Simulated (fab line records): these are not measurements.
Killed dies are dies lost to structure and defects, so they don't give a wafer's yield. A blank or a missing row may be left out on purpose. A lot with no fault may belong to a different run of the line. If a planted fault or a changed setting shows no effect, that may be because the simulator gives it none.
fab line records	flow nandHarc
record lots=5	wafers=15	lastDay=33
route steps=1302 shown P_CONTACT@217
lots that met no fault: from a run of the same line without faults
startH: start of the lot's first displayed wafer, in hours after the record's first day	waitH: hours elapsed since this lot's preceding step	" identical to the entry in the row above	L1.1+2: several wafers, shown together as one row	- no value present, or no start provided	* or withheld: withheld	< > ~ a bound
route shown NAME@n: names a module that has steps shown in the file, with the first one's number in the route	usual: mean and standard deviation over wafers with no fault	same: alike in all rows	chamber/n: place in a boat	sites: per-site readings	_std_site: standard deviation across them	_edge_site: the outer-site mean with the inner-site mean subtracted	radiusMm: for every site, how far away it sits from the centre of the wafer	mask NAME#n: copy n	behind: the last tool/chamber to shape the wafer	hold: the reason the lot was held/the length of the hold in hours/how it ended	device: the n, p or np transistor that did not switch	end of line: the same wafers' tests at the end of the route	where a step has no rows: the recipe by itself	killed: dies lost to structure and defects at the first sort, not the wafer's yield	map: the dies of a wafer, with x for killed, . for not killed, _ for no die there
set.NAME: the run value of the setting; set.NAME@STEP: its run value at that earlier step	model.NAME: the simulator's own value behind a step, which no gauge read
lots seen at some steps along the route; tables by step, rows by wafer
services: when a tool's chamber went out of use (startH, in hours from the record's first day, below 0 if earlier), for how many hours, and the reason
## steps
# step NHARC_P_CONTACT_DEP_30
# recipe targetThkA=300	tempC=400	targetThkNm=30	flowSccm=200	rfW=450	material=SiNx
# usual heaterPowerW=654/100	rfFwdPowerW=449.0/1.3
lot.wafer	tool	chamber	startH	waitH	heaterPowerW	rfFwdPowerW
L932.3	pecvd-04	2	121.23	0.1	491	448.6
L932.2	"	0	"	"	838	449.8
L932.4	"	1	"	"	633	448.8
L941.3	pecvd-04	2	210.26	0.1	583	448.9
L941.4	"	0	"	"	863	451.3
L941.6	"	1	"	"	645	447.8
L943.3	pecvd-01	0	223.36	0.1	654	449.0
L943.2	"	1	"	"	657	449.4
L943.1	"	2	"	"	676	447.8
L952.2	pecvd-02	0	313.62	0.1	596	449.4
L952.1	"	2	"	"	577	448.8
L952.3	"	2	"	"	594	447.6
L954.1	pecvd-04	0	346.28	0.1	851	448.8
L954.2	"	1	"	"	558	448.7
L954.6	"	2	"	"	556	451.2
# step NHARC_P_CONTACT_DEP_00
# recipe targetThkA=5000	tempC=400	pressureTorr=6.5	rfW=900	teosFlowSccm=161.4	flowSccm=2650	targetThkNm=500	gas=O2	material=SiO2
# usual heaterPowerW=502/94	rfFwdPowerW=898.1/2.6	throttleValvePct=15.7/0.44
lot.wafer	tool	chamber	startH	waitH	heaterPowerW	rfFwdPowerW	throttleValvePct
L932.3	pecvd-04	2	-	-	450	896.1	15.2
L932.2	"	0	"	"	602	900.2	16.1
L932.4	"	1	"	"	409	904.1	15.8
L941.3	pecvd-04	2	-	-	435	899.2	15.4
L941.4	"	0	"	"	699	898.0	16.1
L941.6	"	1	"	"	482	899.4	15.9
L943.3	pecvd-01	0	-	-	513	902.1	15.7
L943.2	"	1	"	"	449	895.9	16.2
L943.1	"	2	"	"	523	894.0	16.5
L952.2	pecvd-02	0	313.97	0.3	435	899.7	16.0
L952.1	"	2	"	"	380	898.7	15.5
L952.3	"	2	"	"	425	898.9	15.7
L954.1	pecvd-04	0	-	-	636	899.2	16.5
L954.2	"	1	"	"	493	897.7	16.0
L954.6	"	2	"	"	486	903.5	15.1
# step NHARC_P_CONTACT_CMP_01
# recipe targetThkNm=200	material=SiO2
# step NHARC_P_CONTACT_SRD_03
# step NHARC_P_CONTACT_DEHYDRATE_04
# recipe tempC=150	timeS=120
# step NHARC_P_CONTACT_HMDS_05
# recipe timeS=30
# step NHARC_P_CONTACT_COAT_33
# recipe tempC=260	timeS=75
# step NHARC_P_CONTACT_COAT_34
# recipe tempC=225	timeS=65
# step NHARC_P_CONTACT_COAT_06
# recipe spinRpm=1500	resistThkNm=90
# step NHARC_P_CONTACT_SOFTBAKE_07
# recipe tempC=105	timeS=55
# step NHARC_P_CONTACT_EBR_08
# step NHARC_P_CONTACT_EXPOSE_09
# recipe na=1.35	targetCdNm=90	doseMj=81.26	maskId=P_CA
lot.wafer	tool	chamber	startH	waitH	mask
L932.2+3+4	arfiScanner-02	0	122.47	-	P_CA#0
L941.3+4+6	arfiScanner-03	0	211.68	-	P_CA#0
L943.1+2+3	arfiScanner-03	0	224.76	-	P_CA_R1#0
L952.1+2+3	arfiScanner-03	0	315.28	-	P_CA#0
L954.1+2+6	arfiScanner-02	0	347.68	-	P_CA#0
# step NHARC_P_CONTACT_PEB_10
# recipe pebTempC=100	pebTimeS=65
# step NHARC_P_CONTACT_DEVELOP_11
# recipe developTimeS=35	devTempC=23
# step NHARC_P_CONTACT_CD_MEAS_12
# recipe targetCdNm=90	landingEnergyEv=500
# usual cdNm=90.2/0.62
lot.wafer	tool	chamber	startH	waitH	cdNm
L932.2	cdSem-01	0	122.61	-	90.2
L932.3	"	0	"	"	91.2
L932.4	"	0	"	"	91.5
L941.3	cdSem-01	0	211.81	-	89.0
L941.4	"	0	"	"	89.8
L941.6	"	0	"	"	89.4
L943.1	cdSem-03	0	224.90	-	95.8
L943.2	"	0	"	"	95.4
L943.3	"	0	"	"	95.6
L952.1	cdSem-02	0	315.43	-	90.4
L952.2	"	0	"	"	90.3
L952.3	"	0	"	"	90.0
L954.1	cdSem-03	0	347.82	-	90.3
L954.2	"	0	"	"	90.6
L954.6	"	0	"	"	91.1
# step NHARC_P_CONTACT_OVL_MEAS_13
# usual overlayXNm=0.0/0.95	overlayYNm=0.0/0.6
lot.wafer	tool	chamber	startH	waitH	overlayXNm	overlayYNm
L932.2	overlay-01	-	122.70	-	-0.9	-1.3
L932.3	"	-	"	"	-0.7	-1.4
L932.4	"	-	"	"	-1.1	-1.7
L941.3	overlay-02	-	211.90	-	0.8	0.2
L941.4	"	-	"	"	0.7	0.2
L941.6	"	-	"	"	-0.1	0.7
L943.1	overlay-01	-	224.99	-	-1.7	0.4
L943.2	"	-	"	"	-1.5	0.7
L943.3	"	-	"	"	-1.7	0.8
L952.1	overlay-02	-	315.51	-	0.9	-0.6
L952.2	"	-	"	"	0.4	0.6
L952.3	"	-	"	"	0.6	-0.2
L954.1	overlay-01	-	347.91	-	0.0	-1.0
L954.2	"	-	"	"	0.1	-0.9
L954.6	"	-	"	"	0.1	-0.5
# step NHARC_P_CONTACT_INSPECT_14
# usual rawDefectCount=3.7/2
lot.wafer	tool	chamber	startH	waitH	rawDefectCount
L932.2	defectInspect-01	-	122.74	0.0	1
L932.3	"	-	"	"	2
L932.4	"	-	"	"	4
L941.3	defectInspect-01	-	211.93	0.0	4
L941.4	"	-	"	"	5
L941.6	"	-	"	"	5
L943.1	defectInspect-02	-	225.02	0.0	2
L943.2	"	-	"	"	1
L943.3	"	-	"	"	4
L952.1	defectInspect-01	-	315.55	0.0	1
L952.2	"	-	"	"	4
L952.3	"	-	"	"	5
L954.1	defectInspect-01	-	347.95	0.0	3
L954.2	"	-	"	"	6
L954.6	"	-	"	"	2
# step NHARC_P_CONTACT_DESCUM_17
# recipe timeS=3	o2FlowSccm=200	arFlowSccm=0	biasPowerW=0	chemistry=O2
# usual drypumpMotorCurrentA=5.7/0.5	oesProductAu=1.002/0.01	rfVppV=57.8/1	showerheadPlenumPTorr=1.92/0.083	throttleValvePct=11.312/0.0091
lot.wafer	tool	chamber	startH	waitH	drypumpMotorCurrentA	oesProductAu	rfHoursCounterH	rfVppV	showerheadPlenumPTorr	throttleValvePct	model.P_CONTACT.cdNm
L932.2	rieDiel-12	1	122.80	0.1	5.1	0.997	0.2	58.9	1.98	11.297	90.65
L932.4	"	2	"	"	6.4	0.999	0.2	57.2	1.92	11.311	90.96
L932.3	"	0	"	"	6.3	0.986	0.2	58.5	1.81	11.328	90.33
L941.3	rieDiel-13	3	212.00	0.1	5.3	0.996	0.5	56.6	1.87	11.321	89.63
L941.4	"	0	"	"	5.3	1.000	0.5	56.3	1.79	11.309	89.93
L941.6	"	2	"	"	5.0	1.015	-	56.1	1.80	11.322	90.14
L943.2	rieDiel-04	2	225.08	0.1	5.5	1.019	1.2	57.2	1.91	11.310	96.15
L943.3	"	0	"	"	6.5	0.998	1.5	57.6	2.01	11.291	95.87
L943.1	"	1	"	"	5.8	0.994	1.6	57.4	2.02	11.310	95.86
L952.2	rieDiel-12	1	315.61	0.1	5.1	1.000	1.1	58.3	1.97	11.302	90.2
L952.1	"	2	"	"	6.5	1.017	1.2	56.7	1.92	11.317	90.35
L952.3	"	0	"	"	6.3	1.014	1.2	56.1	1.81	11.313	89.68
L954.1	rieDiel-04	0	348.02	0.1	6.6	1.000	7.5	57.7	2.00	11.312	90.46
L954.2	"	1	"	"	5.7	1.000	7.7	58.0	2.02	11.319	90.36
L954.6	"	0	"	"	6.5	0.999	-	58.6	2.00	11.309	91.28
# step NHARC_P_CONTACT_ETCH_35
# recipe targetDepthA=390	overEtchFrac=0.3	timeS=65	ionEnergyEv=80	cf4FlowSccm=150	arFlowSccm=0	rfW=300	biasW=100	chemistry=CF4
# usual drypumpMotorCurrentA=5.7/0.5	oesProductAu=1.001/0.011	rfFwdPowerW=297.4/1.1	rfVppV=151.4/1.1	showerheadPlenumPTorr=1.78/0.069	throttleValvePct=13.283/0.0086
lot.wafer	tool	chamber	startH	waitH	drypumpMotorCurrentA	oesProductAu	rfFwdPowerW	rfHoursCounterH	rfVppV	showerheadPlenumPTorr	throttleValvePct
L932.2	rieDiel-12	1	122.88	0.1	5.1	0.987	296.7	0.2	151.6	1.82	13.294
L932.4	"	3	"	"	5.2	1.007	299.5	0.2	150.1	1.74	13.294
L932.3	"	0	"	"	6.3	0.984	295.9	0.2	150.9	1.68	13.283
L941.4	rieDiel-13	0	212.09	0.1	5.3	1.002	296.1	0.5	149.0	1.67	13.273
L941.3	"	1	"	"	5.3	1.003	297.2	0.5	150.6	1.67	13.283
L941.6	"	3	"	"	5.3	0.987	299.4	-	150.4	1.73	13.285
L943.2	rieDiel-04	2	225.17	0.1	5.5	1.015	298.0	1.2	149.7	1.76	13.301
L943.3	"	0	"	"	6.5	1.001	298.3	1.5	152.4	1.85	13.275
L943.1	"	1	"	"	5.6	1.004	299.1	1.6	151.6	1.86	13.282
L952.1	rieDiel-12	1	315.71	0.1	5.1	0.999	299.2	1.1	152.3	1.82	13.294
L952.2	"	2	"	"	6.4	1.011	297.9	1.2	152.9	1.78	13.283
L952.3	"	0	"	"	6.3	0.996	297.7	1.2	148.4	1.68	13.290
L954.1	rieDiel-04	1	348.09	0.1	5.8	0.997	296.1	7.7	151.9	1.86	13.287
L954.2	"	2	"	"	5.5	1.007	297.5	7.8	151.3	1.76	13.268
L954.6	"	2	"	"	5.5	1.015	296.0	-	151.4	1.76	13.292
# step NHARC_P_CONTACT_ETCH_36
# recipe targetDepthA=2600	overEtchFrac=0.25	timeS=406.25	ionEnergyEv=200	n2FlowSccm=150	h2FlowSccm=150	arFlowSccm=0	rfW=400	biasW=150	chemistry=N2/H2
# usual drypumpMotorCurrentA=5.7/0.51	oesProductAu=1.001/0.0099	rfFwdPowerW=399.4/1.3	rfVppV=430.9/2.5	showerheadPlenumPTorr=2.05/0.089	throttleValvePct=14.172/0.01
lot.wafer	tool	chamber	startH	waitH	drypumpMotorCurrentA	oesProductAu	rfFwdPowerW	rfHoursCounterH	rfVppV	showerheadPlenumPTorr	throttleValvePct
L932.4	rieDiel-12	3	-	-	5.1	0.998	399.7	0.3	428.9	2.00	14.176
L932.3	"	1	"	"	5.1	0.998	398.3	0.3	431.6	2.11	14.185
L932.2	"	2	"	"	6.4	0.991	397.9	0.3	430.6	2.05	14.179
L941.4	rieDiel-13	2	-	-	5.0	1.007	400.5	0.6	425.9	1.91	14.176
L941.3	"	0	"	"	5.3	0.992	398.8	0.6	427.7	1.91	14.162
L941.6	"	1	"	"	5.3	0.997	397.3	-	427.2	1.92	14.172
L943.3	rieDiel-04	2	-	-	5.5	1.006	399.8	1.3	430.3	2.03	14.173
L943.2	"	3	"	"	5.8	0.991	398.8	1.3	434.5	2.16	14.177
L943.1	"	0	"	"	6.5	1.001	398.4	1.6	433.9	2.14	14.164
L952.2	rieDiel-12	2	-	-	6.5	1.006	400.0	1.3	431.8	2.05	14.183
L952.1	"	0	"	"	6.3	0.998	398.3	1.3	427.3	1.92	14.196
L952.3	"	1	"	"	5.1	0.998	400.6	1.2	432.9	2.11	14.180
L954.1	rieDiel-04	2	-	-	5.5	1.018	398.5	7.9	430.2	2.03	14.190
L954.2	"	1	"	"	5.7	1.001	399.6	7.8	434.4	2.16	14.175
L954.6	"	2	"	"	5.5	1.009	397.9	-	430.5	2.03	14.170
# step NHARC_P_CONTACT_ETCH_18
# recipe targetDepthA=4810	timeS=240.5	c4f8FlowSccm=20	o2FlowSccm=10	arFlowSccm=withheld	rfW=600	biasW=1500	chemistry=C4F8/O2/Ar
# usual oesProductAu=0.963/0.018	rfFwdPowerW=598.3/1.8	rfVppV=979/5.7
lot.wafer	tool	chamber	startH	waitH	oesProductAu	rfFwdPowerW	rfHoursCounterH	rfVppV
L932.4	rieDiel-12	0	-	-	0.973	599.3	0.5	971
L932.3	"	1	"	"	0.967	601.3	0.4	984
L932.2	"	2	"	"	0.974	597.9	0.4	978
L941.4	rieDiel-13	2	-	-	0.944	600.2	0.8	971
L941.3	"	1	"	"	0.930	598.9	0.8	972
L941.6	"	2	"	"	0.951	597.0	-	969
L943.2	rieDiel-04	1	-	-	0.982	595.4	1.7	986
L943.3	"	2	"	"	0.983	598.8	1.5	977
L943.1	"	3	"	"	0.955	595.6	1.5	985
L952.1	rieDiel-12	1	-	-	0.963	601.3	1.4	983
L952.2	"	2	"	"	0.975	598.6	1.5	979
L952.3	"	0	"	"	0.979	596.5	1.5	972
L954.2	rieDiel-04	0	-	-	0.957	595.6	7.7	983
L954.1	"	1	"	"	0.980	600.7	7.9	984
L954.6	"	1	"	"	0.978	599.8	-	985
# step NHARC_P_CONTACT_STRIP_37
# recipe c4f8FlowSccm=withheld	o2FlowSccm=8	arFlowSccm=withheld	biasW=0	chemistry=C4F8/O2/Ar
# step NHARC_P_CONTACT_ETCH_31
# recipe targetDepthA=300	timeS=85.7	ionEnergyEv=120	overEtchFrac=1	ch3fFlowSccm=50	o2FlowSccm=30	arFlowSccm=200	rfW=500	biasW=100	chemistry=CH3F/O2
# usual drypumpMotorCurrentA=5.7/0.51	oesProductAu=0.980/0.014	rfFwdPowerW=496.5/1.6	rfVppV=244.5/1.7	showerheadPlenumPTorr=2.47/0.1	throttleValvePct=20.664/0.0093
lot.wafer	tool	chamber	startH	waitH	drypumpMotorCurrentA	oesProductAu	rfFwdPowerW	rfHoursCounterH	rfVppV	showerheadPlenumPTorr	throttleValvePct	model.P_CONTACT.cdNm
L932.4	rieDiel-12	0	-	-	6.3	0.984	496.1	0.6	243.5	2.33	20.672	89.33
L932.2	"	2	"	"	6.5	0.974	497.5	0.4	244.2	2.47	20.647	90.43
L932.3	"	3	"	"	5.2	0.985	498.2	0.5	242.8	2.41	20.670	88.8
L941.4	rieDiel-13	1	-	-	5.3	0.948	493.8	0.8	243.5	2.32	20.653	88.21
L941.3	"	2	"	"	5.0	0.964	496.6	0.9	243.4	2.31	20.668	88.57
L941.6	"	1	"	"	5.2	0.942	493.3	-	242.3	2.32	20.655	89.06
L943.1	rieDiel-04	1	-	-	5.7	0.986	495.6	1.8	246.1	2.60	20.671	93.57
L943.2	"	2	"	"	5.5	0.997	496.3	1.6	244.6	2.45	20.674	94.32
L943.3	"	0	"	"	6.5	0.975	497.3	1.7	247.1	2.57	20.664	93.92
L952.1	rieDiel-12	0	-	-	6.3	0.979	493.7	1.6	243.0	2.33	20.657	89.96
L952.2	"	1	"	"	5.1	0.972	498.7	1.5	245.3	2.53	20.682	90.44
L952.3	"	2	"	"	6.4	0.985	498.0	1.6	243.8	2.47	20.662	88.15
L954.1	rieDiel-04	0	-	-	6.5	0.979	497.5	7.8	245.7	2.57	20.636	89.06
L954.2	"	1	"	"	5.7	0.993	495.8	8.0	246.3	2.59	20.651	90.16
L954.6	"	0	"	"	6.5	0.978	495.0	-	247.6	2.57	20.668	90.38
# step NHARC_P_CONTACT_CD_MEAS_19
# usual cdNm=89.6/1.3
lot.wafer	tool	chamber	startH	waitH	cdNm
L932.2	cdSem-03	-	123.67	-	90.2
L932.3	"	-	"	"	88.6
L932.4	"	-	"	"	89.4
L941.3	cdSem-02	-	212.87	-	88.5
L941.4	"	-	"	"	88.1
L941.6	"	-	"	"	89.2
L943.1	cdSem-02	-	225.95	-	93.6
L943.2	"	-	"	"	94.4
L943.3	"	-	"	"	94.1
L952.1	cdSem-03	-	316.63	-	90.3
L952.2	"	-	"	"	90.6
L952.3	"	-	"	"	87.9
L954.1	cdSem-02	-	348.88	-	89.1
L954.2	"	-	"	"	90.2
L954.6	"	-	"	"	90.2
# step NHARC_P_CONTACT_STRIP_28
# recipe o2FlowSccm=500	arFlowSccm=0	biasW=0	chemistry=O2
## services
tool	chamber	startH	hours	kind
arfiScanner-02	-	100.49	1.6	repair
pecvd-01	-	130.23	13.0	pm
arfiScanner-02	-	140.00	4.0	pm
rieDiel-04	-	161.75	1.0	repair
rieDiel-13	-	165.00	9.0	pm
rieDiel-04	-	177.90	9.0	pm
pecvd-04	0	182.68	6.1	repair
pecvd-01	2	191.76	5.7	repair
rieDiel-12	3	195.55	11.0	repair
arfiScanner-03	-	196.00	4.0	pm
rieDiel-13	1	204.85	6.6	repair
rieDiel-04	-	219.88	0.2	repair
arfiScanner-02	-	222.93	0.7	repair
pecvd-02	-	227.47	13.0	pm
rieDiel-12	-	230.63	4.2	repair
rieDiel-13	1	235.82	6.9	repair
pecvd-02	-	261.23	1.9	repair
pecvd-01	2	265.00	2.1	repair
rieDiel-12	-	268.42	9.0	pm
pecvd-04	-	269.00	13.0	pm
rieDiel-04	3	274.83	8.4	repair
pecvd-04	-	308.10	0.3	repair
rieDiel-12	3	313.86	5.0	repair
rieDiel-13	-	342.00	9.0	pm
## key
firstSign step=NHARC_P_CONTACT_EXPOSE_09	reading=mask	direction=changed
effect step=NHARC_P_CONTACT_CD_MEAS_12	reading=cdNm	direction=up	sigmas=8.6	usual=90.2	struck=95.6
effect step=NHARC_P_CONTACT_CD_MEAS_19	reading=cdNm	direction=up	sigmas=3.4	usual=89.6	struck=94.0
modelEffect step=NHARC_P_CONTACT_DESCUM_17	value=P_CONTACT.cdNm	without=90.41	struck=95.96
modelEffect step=NHARC_P_CONTACT_ETCH_31	value=P_CONTACT.cdNm	without=88.38	struck=93.93
metAt NHARC_P_CONTACT_EXPOSE_09
struckWafers L943.1,L943.2,L943.3
testerLeftOut L943
onsetBetween 211.68 224.76
fault kind=wrongMask	tool=any	chamber=-	onsetH=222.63	steps=NHARC_P_CONTACT_EXPOSE_09	auxCopy=P_CA_R1#0	cdOffsetNm=5.5518	scope=struckLotsOnly
# testerLeftOut: of these lots the tester's yield and bins aren't shown, on N5 and GAA mostly nor the transistor test; their killed dies are dies lost to structure and defects alone, not to doping, threshold or leakage, so they don't give the yield
